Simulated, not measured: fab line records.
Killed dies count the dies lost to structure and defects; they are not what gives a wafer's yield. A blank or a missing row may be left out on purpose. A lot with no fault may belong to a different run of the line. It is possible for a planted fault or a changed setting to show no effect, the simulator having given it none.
Which tool is to blame? + flow nand harc + 39 wafers from 13 lots sampled at 5 of the route's 1302 steps

== WHAT THE GAUGES SHOWED, per wafer ==
NHARC_A_BONDPAD_OVL_MEAS_35.
| lot  | measured     | on         | overlay x nm (nm) | overlay y nm (nm) |
|------|--------------|------------|-------------------|-------------------|
| L773 | day 23 13:22 | overlay-02 | -6 -5 -5          | 0 0 0             |
| L775 | day 23 16:22 | overlay-01 | 7 7 6             | 2 2 2             |
| L776 | day 25 04:44 | overlay-02 | 1 1 0             | -4 -4 -4          |
| L777 | day 26 05:44 | overlay-02 | -2 -2 -2          | 4 4 4             |
| L778 | day 26 08:14 | overlay-02 | -6 -7 -6          | 7 7 7             |
| L781 | day 26 09:17 | overlay-01 | 2 2 2             | -6 -6 -6          |
| L780 | day 26 11:10 | overlay-01 | 3 3 3             | -2 -3 -3          |
| L783 | day 27 10:35 | overlay-02 | 3 4 4             | -6 -5 -5          |
| L784 | day 28 08:03 | overlay-01 | 3 3 3             | -6 -6 -6          |
| L785 | day 28 09:47 | overlay-01 | -13 -13 -13       | -1 -2 -2          |
| L786 | day 28 15:31 | overlay-02 | 0 0 0             | -4 -4 -4          |
| L790 | day 30 16:50 | overlay-02 | 2 2 2             | -1 -1 -2          |
| L791 | day 30 18:20 | overlay-01 | -2 -2 -3          | -3 -3 -3          |

NHARC_END_SORT_01.
| lot  | measured     | on        | defect limited yield (%) | killed at array | killed at other | killed at periphery | killed dies | killed open | killed short |
|------|--------------|-----------|--------------------------|-----------------|-----------------|---------------------|-------------|-------------|--------------|
| L773 | day 24 19:37 | prober-01 | 90.7 92.2 93.9           | 59 50 40        | 0 0 0           | 4 3 1               | 63 53 41    | 0 1 1       | 2 1 0        |
| L778 | day 27 23:04 | prober-01 | 90.8 90.7 90.0           | 53 60 61        | 3 2 3           | 6 1 4               | 62 63 68    | 3 7 4       | 3 4 2        |
| L781 | day 27 13:40 | prober-01 | 86.6 84.9 88.0           | 87 95 78        | 0 1 1           | 4 6 2               | 91 102 81   | 1 4 1       | 1 3 1        |

== WHAT TOOL EACH LOT RAN ON (gives the tool, then ch and the chambers of the sampled wafers, and finally the start) ==
| lot  | NHARC_A_M1_PVD_20                       | NHARC_A_BONDPAD_DEP_00                     | NHARC_HYBRID_BOND_ACTIVATE_00      |
|------|-----------------------------------------|--------------------------------------------|------------------------------------|
| L773 | pvd sputter-01, day 23 12:11 or earlier | pecvd-01 ch 0,1, day 23 12:11              | rie diel-13 ch 2,3, day 23 16:11   |
| L775 | pvd sputter-03, day 23 16:22 or earlier | pecvd-04 ch 0,1,2, day 23 16:22 or earlier | rie diel-13 ch 0,2,3, day 23 19:11 |
| L776 | pvd sputter-01, day 25 04:44 or earlier | pecvd-04 ch 0,2, day 25 04:44 or earlier   | rie diel-13 ch 0,1,3, day 25 07:33 |
| L777 | pvd sputter-01, day 26 04:30 or earlier | pecvd-04 ch 0,1,2, day 26 04:30            | rie diel-13 ch 0,2,3, day 26 08:30 |
| L778 | pvd sputter-03, day 26 07:03 or earlier | pecvd-03 ch 0,1,2, day 26 07:03            | rie diel-13 ch 0,1, day 26 10:58   |
| L781 | pvd sputter-01, day 26 08:02 or earlier | pecvd-03 ch 1,2, day 26 08:02              | rie diel-13 ch 1,3, day 26 12:10   |
| L780 | pvd sputter-03, day 26 09:52 or earlier | pecvd-03 ch 0,1, day 26 09:52              | rie diel-13 ch 1,3, day 26 13:58   |
| L783 | pvd sputter-01, day 27 09:17 or earlier | pecvd-01 ch 0,1, day 27 09:17              | rie diel-13 ch 0,1,2, day 27 13:20 |
| L784 | pvd sputter-03, day 28 06:52 or earlier | pecvd-01 ch 0,2, day 28 06:52              | rie diel-09 ch 1,2, day 28 10:48   |
| L785 | pvd sputter-01, day 28 08:36 or earlier | pecvd-01 ch 0,1,2, day 28 08:36            | rie diel-13 ch 0,1,3, day 28 12:32 |
| L786 | pvd sputter-01, day 28 15:31 or earlier | pecvd-04 ch 0,1,2, day 28 15:31 or earlier | rie diel-13 ch 0,2,3, day 28 18:17 |
| L790 | pvd sputter-03, day 30 15:40 or earlier | pecvd-01 ch 0,1,2, day 30 15:40            | rie diel-13 ch 0,1,3, day 30 19:37 |
| L791 | pvd sputter-02, day 30 17:18 or earlier | pecvd-03 ch 0,1,2, day 30 17:18            | rie diel-13 ch 1,2,3, day 30 21:07 |
- NHARC_A_M1_PVD_20: deposits TaN, target thk 5 nm, time 8.06 s.
- NHARC_A_BONDPAD_DEP_00: deposits SiCN, target thk 250 nm.
- NHARC_HYBRID_BOND_ACTIVATE_00: chemistry N2, time 60 s.

== AS READ BY THE TOOLS THEMSELVES (means over the sampled wafers that have a number; for cases with no such wafer, the mark the record gives instead) ==
NHARC_A_M1_PVD_20.
| lot  | tool           | throttle valve pct (%) |
|------|----------------|------------------------|
| L773 | pvd sputter-01 | 30.0                   |
| L775 | pvd sputter-03 | 29.9                   |
| L776 | pvd sputter-01 | 30.4                   |
| L777 | pvd sputter-01 | 28.7                   |
| L778 | pvd sputter-03 | 29.5                   |
| L781 | pvd sputter-01 | 30.0                   |
| L780 | pvd sputter-03 | 29.6                   |
| L783 | pvd sputter-01 | 30.6                   |
| L784 | pvd sputter-03 | 29.2                   |
| L785 | pvd sputter-01 | 30.1                   |
| L786 | pvd sputter-01 | 29.4                   |
| L790 | pvd sputter-03 | 29.4                   |
| L791 | pvd sputter-02 | 30.2                   |

NHARC_A_BONDPAD_DEP_00.
| lot  | tool     | heater power w (W) | susceptor temp C (C) |
|------|----------|--------------------|----------------------|
| L773 | pecvd-01 | 614                | 370.07               |
| L775 | pecvd-04 | 526                | 369.97               |
| L776 | pecvd-04 | 613                | 370.06               |
| L777 | pecvd-04 | 528                | 370.15               |
| L778 | pecvd-03 | 603                | 369.76               |
| L781 | pecvd-03 | 512                | 370.12               |
| L780 | pecvd-03 | 572                | 370.09               |
| L783 | pecvd-01 | 581                | 370.13               |
| L784 | pecvd-01 | 502                | 370.09               |
| L785 | pecvd-01 | 580                | 370.04               |
| L786 | pecvd-04 | 530                | 369.99               |
| L790 | pecvd-01 | 588                | 369.88               |
| L791 | pecvd-03 | 555                | 369.87               |

NHARC_HYBRID_BOND_ACTIVATE_00.
| lot  | tool        | drypump motor current A (A) | oes product au (a.u.) | rf vpp V (V) | run length s (s) | showerhead plenum p Torr (Torr) |
|------|-------------|-----------------------------|-----------------------|--------------|------------------|---------------------------------|
| L773 | rie diel-13 | 5.3                         | 0.991                 | 63.9         | 81.5             | 1.72                            |
| L775 | rie diel-13 | 5.3                         | 0.998                 | 65.3         | 81.3             | 1.76                            |
| L776 | rie diel-13 | 5.7                         | 0.997                 | 64.2         | 81.5             | 1.76                            |
| L777 | rie diel-13 | 5.3                         | 0.992                 | 63.2         | 81.3             | 1.75                            |
| L778 | rie diel-13 | 5.8                         | 1.006                 | 63.6         | 81.8             | 1.77                            |
| L781 | rie diel-13 | 5.5                         | 1.003                 | 63.7         | 81.2             | 1.73                            |
| L780 | rie diel-13 | 5.5                         | 1.000                 | 63.9         | 81.2             | 1.73                            |
| L783 | rie diel-13 | 5.8                         | 0.993                 | 63.9         | 81.5             | 1.74                            |
| L784 | rie diel-09 | 5.4                         | 1.001                 | 64.6         | 81.0             | 1.86                            |
| L785 | rie diel-13 | 5.7                         | 1.002                 | 64.0         | 81.6             | 1.75                            |
| L786 | rie diel-13 | 5.3                         | 0.992                 | 64.3         | 81.5             | 1.75                            |
| L790 | rie diel-13 | 5.7                         | 1.006                 | 64.0         | 77.3             | 1.75                            |
| L791 | rie diel-13 | 5.6                         | 1.000                 | 64.4         | 77.3             | 1.72                            |

== THE ANSWER, worked out from the rows above alone ==
Rule: the usual values come from the lots themselves. The widest of any qualifying gaps counts: lots, ordered by their means at a reading, are off when they make up no more than a third of the lots, leave a main group of 4 or more, and stand apart from it by 3 or more times the standard deviation of that group's means. If all means in a main group match to the digits the tables above print for the reading, that group is not used. A lot without any number at a reading at which 4 lots or more have one is off too. All remaining lots with rows at the step are treated as sound. After the gauges, taken in route order, come the tools' own readings; for these a lot's mean is taken, as printed above. At the first step where some lot is off, the reading lying furthest off is the one used; lots without a number count as furthest.
Off: L790, L791 (NHARC_HYBRID_BOND_ACTIVATE_00, run length s). The main group: mean 81.4 s, standard deviation 0.21.
If a tool, at that step or one of the process steps before it, ran each lot that is off and ran no sound lot following the first of them, it fits. Because NHARC_A_M1_PVD_20 lacks a start for some lots, the hours and order of its lots are taken from NHARC_A_BONDPAD_OVL_MEAS_35. Because NHARC_A_BONDPAD_DEP_00 lacks a start for some lots, the hours and order of its lots are taken from NHARC_A_BONDPAD_OVL_MEAS_35. One fits: rie diel-13 at NHARC_HYBRID_BOND_ACTIVATE_00. A fault onset in the window from L786 (day 28 18:17, its last sound lot) to L790 (day 30 19:37, its first lot off) fits.
On the lots that are off, the tool's own readings at NHARC_HYBRID_BOND_ACTIVATE_00 differ by more than 5 times the standard deviation of the sound lots' means, which bears it out; run length s reads 77.3 s there versus 81.4 s on the sound lots.

== WHAT HAD BEEN PUT IN BY THE SIMULATOR ==
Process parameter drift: rie diel-13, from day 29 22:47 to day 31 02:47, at NHARC_HYBRID_BOND_ACTIVATE_00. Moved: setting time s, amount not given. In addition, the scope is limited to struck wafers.
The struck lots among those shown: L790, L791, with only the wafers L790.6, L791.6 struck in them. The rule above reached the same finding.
